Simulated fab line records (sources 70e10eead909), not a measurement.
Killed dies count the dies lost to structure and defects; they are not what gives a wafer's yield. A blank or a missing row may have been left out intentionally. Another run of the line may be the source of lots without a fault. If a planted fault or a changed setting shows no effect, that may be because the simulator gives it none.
The tool behind it: which one? || flow nand-harc || 13 lots with 39 wafers sampled at 6 steps, on a route of 1302 steps

WHAT THE GAUGES SHOWED, per wafer
NHARC_A_ONON_D2_THK_MEAS_18: measures by ellipsometry.
{"lot": "L352", "measured": "day 12 14:09", "on": "film-metro-01", "thk-nm (nm)": "1015 1014 1017"}
{"lot": "L354", "measured": "day 13 19:34", "on": "film-metro-02", "thk-nm (nm)": "1005 1005 1003"}
{"lot": "L358", "measured": "day 15 09:44", "on": "film-metro-01", "thk-nm (nm)": "1514 1514 1515"}
{"lot": "L360", "measured": "day 16 10:43", "on": "film-metro-01", "thk-nm (nm)": "1514 1513 1514"}
{"lot": "L366", "measured": "day 19 06:38", "on": "film-metro-02", "thk-nm (nm)": "983 983 983"}
{"lot": "L369", "measured": "day 19 18:57", "on": "film-metro-01", "thk-nm (nm)": "993 992 996"}
{"lot": "L368", "measured": "day 19 18:56", "on": "film-metro-02", "thk-nm (nm)": "1002 1002 1002"}
{"lot": "L370", "measured": "day 20 19:29", "on": "film-metro-02", "thk-nm (nm)": "995 995 995"}
{"lot": "L371", "measured": "day 21 08:15", "on": "film-metro-01", "thk-nm (nm)": "996 998 996"}
{"lot": "L372", "measured": "day 21 08:14", "on": "film-metro-02", "thk-nm (nm)": "1002 1001 1002"}
{"lot": "L373", "measured": "day 21 20:35", "on": "film-metro-02", "thk-nm (nm)": "1011 1011 1011"}
{"lot": "L374", "measured": "day 22 10:23", "on": "film-metro-02", "thk-nm (nm)": "1005 1006 1006"}
{"lot": "L375", "measured": "day 22 16:01", "on": "film-metro-02", "thk-nm (nm)": "1005 1004 1003"}

NHARC_END_SORT_01.
{"lot": "L358", "measured": "day 27 05:40", "on": "prober-01", "killed-at-array": "672 675 671", "killed-at-other": "1 1 3", "killed-at-periphery": "4 1 3", "killed-dies": "677 677 677", "killed-open": "3 3 2", "killed-short": "3 2 2"}
{"lot": "L360", "measured": "day 27 16:39", "on": "prober-01", "killed-at-array": "674 674 674", "killed-at-other": "0 0 0", "killed-at-periphery": "3 3 3", "killed-dies": "677 677 677", "killed-open": "3 4 3", "killed-short": "4 4 2"}

WHICH TOOL RAN EACH LOT (tool, then ch and the chambers of the sampled wafers, then the start)
{"lot": "L352", "NHARC_A_DECK1_JOINT_ETCHBACK_07": "rie-si-02 ch 1,2,3, day 10 15:18", "NHARC_A_ONON_D2_DEP_16": "pecvd-onon-03 ch 0, day 12 13:38", "NHARC_A_CHANNEL_HOLE_D2_DEP_00": "acl-dep-03 ch 0, day 12 17:01", "NHARC_A_CHANNEL_HOLE_D2_DEP_01": "pecvd-02 ch 0,2, day 12 18:58"}
{"lot": "L354", "NHARC_A_DECK1_JOINT_ETCHBACK_07": "rie-si-02 ch 1,2,3, day 11 22:10", "NHARC_A_ONON_D2_DEP_16": "pecvd-onon-03 ch 0, day 13 19:07", "NHARC_A_CHANNEL_HOLE_D2_DEP_00": "acl-dep-01 ch 0, day 14 03:22", "NHARC_A_CHANNEL_HOLE_D2_DEP_01": "pecvd-04 ch 0,2, day 14 05:01"}
{"lot": "L358", "NHARC_A_DECK1_JOINT_ETCHBACK_07": "rie-si-05 ch 0,1,2, day 13 10:52", "NHARC_A_ONON_D2_DEP_16": "pecvd-onon-03 ch 0, day 15 09:14", "NHARC_A_CHANNEL_HOLE_D2_DEP_00": "-", "NHARC_A_CHANNEL_HOLE_D2_DEP_01": "-"}
{"lot": "L360", "NHARC_A_DECK1_JOINT_ETCHBACK_07": "rie-si-05 ch 2,3, day 14 11:08", "NHARC_A_ONON_D2_DEP_16": "pecvd-onon-03 ch 0, day 16 10:23", "NHARC_A_CHANNEL_HOLE_D2_DEP_00": "-", "NHARC_A_CHANNEL_HOLE_D2_DEP_01": "-"}
{"lot": "L366", "NHARC_A_DECK1_JOINT_ETCHBACK_07": "rie-si-04 ch 0,1,3, day 17 01:52", "NHARC_A_ONON_D2_DEP_16": "pecvd-onon-03 ch 0, day 19 06:08", "NHARC_A_CHANNEL_HOLE_D2_DEP_00": "acl-dep-01 ch 0, day 19 13:02", "NHARC_A_CHANNEL_HOLE_D2_DEP_01": "pecvd-01 ch 0,2, day 19 15:01"}
{"lot": "L369", "NHARC_A_DECK1_JOINT_ETCHBACK_07": "rie-si-05 ch 0,1,2, day 17 21:57", "NHARC_A_ONON_D2_DEP_16": "pecvd-onon-04 ch 0, day 19 18:26", "NHARC_A_CHANNEL_HOLE_D2_DEP_00": "acl-dep-03 ch 0, day 19 22:50", "NHARC_A_CHANNEL_HOLE_D2_DEP_01": "pecvd-02 ch 0,1,2, day 20 00:44"}
{"lot": "L368", "NHARC_A_DECK1_JOINT_ETCHBACK_07": "rie-si-04 ch 1,2,3, day 17 21:57", "NHARC_A_ONON_D2_DEP_16": "pecvd-onon-03 ch 0, day 19 18:29", "NHARC_A_CHANNEL_HOLE_D2_DEP_00": "acl-dep-01 ch 0, day 20 00:31", "NHARC_A_CHANNEL_HOLE_D2_DEP_01": "pecvd-02 ch 0,1,2, day 20 02:11"}
{"lot": "L370", "NHARC_A_DECK1_JOINT_ETCHBACK_07": "rie-si-05 ch 0,1,3, day 18 13:48", "NHARC_A_ONON_D2_DEP_16": "pecvd-onon-03 ch 0, day 20 18:59", "NHARC_A_CHANNEL_HOLE_D2_DEP_00": "acl-dep-03 ch 0, day 20 23:35", "NHARC_A_CHANNEL_HOLE_D2_DEP_01": "pecvd-02 ch 0,1, day 21 01:32"}
{"lot": "L371", "NHARC_A_DECK1_JOINT_ETCHBACK_07": "rie-si-02 ch 0,1,3, day 19 08:14", "NHARC_A_ONON_D2_DEP_16": "pecvd-onon-01 ch 0, day 21 07:48", "NHARC_A_CHANNEL_HOLE_D2_DEP_00": "acl-dep-01 ch 0, day 21 13:43", "NHARC_A_CHANNEL_HOLE_D2_DEP_01": "pecvd-02 ch 0,1,2, day 21 15:22"}
{"lot": "L372", "NHARC_A_DECK1_JOINT_ETCHBACK_07": "rie-si-05 ch 1,2,3, day 19 08:14", "NHARC_A_ONON_D2_DEP_16": "pecvd-onon-03 ch 0, day 21 07:50", "NHARC_A_CHANNEL_HOLE_D2_DEP_00": "acl-dep-02 ch 0, day 21 13:04", "NHARC_A_CHANNEL_HOLE_D2_DEP_01": "pecvd-04 ch 0,2, day 21 14:25"}
{"lot": "L373", "NHARC_A_DECK1_JOINT_ETCHBACK_07": "rie-si-02 ch 1,3, day 19 21:56", "NHARC_A_ONON_D2_DEP_16": "pecvd-onon-03 ch 0, day 21 20:07", "NHARC_A_CHANNEL_HOLE_D2_DEP_00": "acl-dep-03 ch 0, day 21 23:47", "NHARC_A_CHANNEL_HOLE_D2_DEP_01": "pecvd-01 ch 1,2, day 22 01:26"}
{"lot": "L374", "NHARC_A_DECK1_JOINT_ETCHBACK_07": "rie-si-05 ch 0,2,3, day 20 09:18", "NHARC_A_ONON_D2_DEP_16": "pecvd-onon-04 ch 0, day 22 09:53", "NHARC_A_CHANNEL_HOLE_D2_DEP_00": "acl-dep-02 ch 0, day 22 13:19", "NHARC_A_CHANNEL_HOLE_D2_DEP_01": "pecvd-04 ch 0,1,2, day 22 15:18"}
{"lot": "L375", "NHARC_A_DECK1_JOINT_ETCHBACK_07": "rie-si-04 ch 1,2,3, day 20 20:43", "NHARC_A_ONON_D2_DEP_16": "pecvd-onon-04 ch 0, day 22 15:31", "NHARC_A_CHANNEL_HOLE_D2_DEP_00": "acl-dep-02 ch 0, day 22 21:07", "NHARC_A_CHANNEL_HOLE_D2_DEP_01": "pecvd-02 ch 0,1, day 22 23:05"}
- NHARC_A_DECK1_JOINT_ETCHBACK_07: etches the open film in HBr, target depth 105 nm, time 26.9 s.
- NHARC_A_ONON_D2_DEP_16: target thk 1000 nm.
- NHARC_A_CHANNEL_HOLE_D2_DEP_00: deposits aC, target thk 3100 nm.
- NHARC_A_CHANNEL_HOLE_D2_DEP_01: deposits SiON, target thk 140 nm.

AS READ BY THE TOOLS THEMSELVES (means over the sampled wafers that have a number; for cases with no such wafer, the mark the record gives instead)
NHARC_A_DECK1_JOINT_ETCHBACK_07.
{"lot": "L352", "tool": "rie-si-02", "drypump-motor-current-A (A)": 6.1, "oes-product-au (a.u.)": 1.000, "throttle-valve-pct (%)": 23.268}
{"lot": "L354", "tool": "rie-si-02", "drypump-motor-current-A (A)": 6.2, "oes-product-au (a.u.)": 0.996, "throttle-valve-pct (%)": 23.274}
{"lot": "L358", "tool": "rie-si-05", "drypump-motor-current-A (A)": 5.5, "oes-product-au (a.u.)": 1.000, "throttle-valve-pct (%)": 23.267}
{"lot": "L360", "tool": "rie-si-05", "drypump-motor-current-A (A)": 5.7, "oes-product-au (a.u.)": 1.007, "throttle-valve-pct (%)": 23.266}
{"lot": "L366", "tool": "rie-si-04", "drypump-motor-current-A (A)": 6.0, "oes-product-au (a.u.)": 1.005, "throttle-valve-pct (%)": 23.258}
{"lot": "L369", "tool": "rie-si-05", "drypump-motor-current-A (A)": 5.6, "oes-product-au (a.u.)": 0.994, "throttle-valve-pct (%)": 23.260}
{"lot": "L368", "tool": "rie-si-04", "drypump-motor-current-A (A)": 6.3, "oes-product-au (a.u.)": 1.003, "throttle-valve-pct (%)": 23.268}
{"lot": "L370", "tool": "rie-si-05", "drypump-motor-current-A (A)": 5.2, "oes-product-au (a.u.)": 0.999, "throttle-valve-pct (%)": 23.268}
{"lot": "L371", "tool": "rie-si-02", "drypump-motor-current-A (A)": 6.1, "oes-product-au (a.u.)": 1.000, "throttle-valve-pct (%)": 23.264}
{"lot": "L372", "tool": "rie-si-05", "drypump-motor-current-A (A)": 5.4, "oes-product-au (a.u.)": 1.004, "throttle-valve-pct (%)": 23.273}
{"lot": "L373", "tool": "rie-si-02", "drypump-motor-current-A (A)": 6.7, "oes-product-au (a.u.)": 1.017, "throttle-valve-pct (%)": 23.258}
{"lot": "L374", "tool": "rie-si-05", "drypump-motor-current-A (A)": 5.5, "oes-product-au (a.u.)": 0.996, "throttle-valve-pct (%)": 23.268}
{"lot": "L375", "tool": "rie-si-04", "drypump-motor-current-A (A)": 6.3, "oes-product-au (a.u.)": 1.000, "throttle-valve-pct (%)": 23.274}

NHARC_A_CHANNEL_HOLE_D2_DEP_00.
{"lot": "L352", "tool": "acl-dep-03", "throttle-valve-pct (%)": 35.006}
{"lot": "L354", "tool": "acl-dep-01", "throttle-valve-pct (%)": 35.000}
{"lot": "L366", "tool": "acl-dep-01", "throttle-valve-pct (%)": 35.005}
{"lot": "L369", "tool": "acl-dep-03", "throttle-valve-pct (%)": 35.004}
{"lot": "L368", "tool": "acl-dep-01", "throttle-valve-pct (%)": 35.006}
{"lot": "L370", "tool": "acl-dep-03", "throttle-valve-pct (%)": 35.007}
{"lot": "L371", "tool": "acl-dep-01", "throttle-valve-pct (%)": 35.002}
{"lot": "L372", "tool": "acl-dep-02", "throttle-valve-pct (%)": 34.994}
{"lot": "L373", "tool": "acl-dep-03", "throttle-valve-pct (%)": 35.002}
{"lot": "L374", "tool": "acl-dep-02", "throttle-valve-pct (%)": 35.001}
{"lot": "L375", "tool": "acl-dep-02", "throttle-valve-pct (%)": 35.008}

NHARC_A_CHANNEL_HOLE_D2_DEP_01.
{"lot": "L352", "tool": "pecvd-02", "heater-power-w (W)": 773}
{"lot": "L354", "tool": "pecvd-04", "heater-power-w (W)": 806}
{"lot": "L366", "tool": "pecvd-01", "heater-power-w (W)": 803}
{"lot": "L369", "tool": "pecvd-02", "heater-power-w (W)": 675}
{"lot": "L368", "tool": "pecvd-02", "heater-power-w (W)": 740}
{"lot": "L370", "tool": "pecvd-02", "heater-power-w (W)": 781}
{"lot": "L371", "tool": "pecvd-02", "heater-power-w (W)": 716}
{"lot": "L372", "tool": "pecvd-04", "heater-power-w (W)": 750}
{"lot": "L373", "tool": "pecvd-01", "heater-power-w (W)": 647}
{"lot": "L374", "tool": "pecvd-04", "heater-power-w (W)": 714}
{"lot": "L375", "tool": "pecvd-02", "heater-power-w (W)": 775}

THE ANSWER, worked out from the rows above alone
Rule: the lots themselves supply what counts as usual. Put in order of their means at a reading, lots are off if they are a third of the lots or fewer, leave a main group of 4 or more, and stand apart from it by a gap of 3 or more times the standard deviation of the main group's means; of several such gaps the widest counts. The tables above print the reading to a certain number of digits; a main group whose means all agree to those digits is not used. Also off: a lot with no number at a reading for which 4 or more lots have one. The other lots that the step has rows for count as sound. The gauges are gone through in route order, then the tools' own readings, and for those a lot's mean is taken as printed above. The first step at which some lot is off is used, and at that step the reading that is off furthest; a lot without a number counts as furthest.
Off at NHARC_A_ONON_D2_THK_MEAS_18 (thk-nm): L358, L360. Mean 1001 nm and standard deviation 8.4 in the main group.
A tool fits if, at a process step before that reading, it ran every lot that is off, and no sound lot after the first of them. The gauges at NHARC_A_ONON_D2_THK_MEAS_18 are tried like those tools. None of those tried fits.

WHAT THE SIMULATOR PUT IN
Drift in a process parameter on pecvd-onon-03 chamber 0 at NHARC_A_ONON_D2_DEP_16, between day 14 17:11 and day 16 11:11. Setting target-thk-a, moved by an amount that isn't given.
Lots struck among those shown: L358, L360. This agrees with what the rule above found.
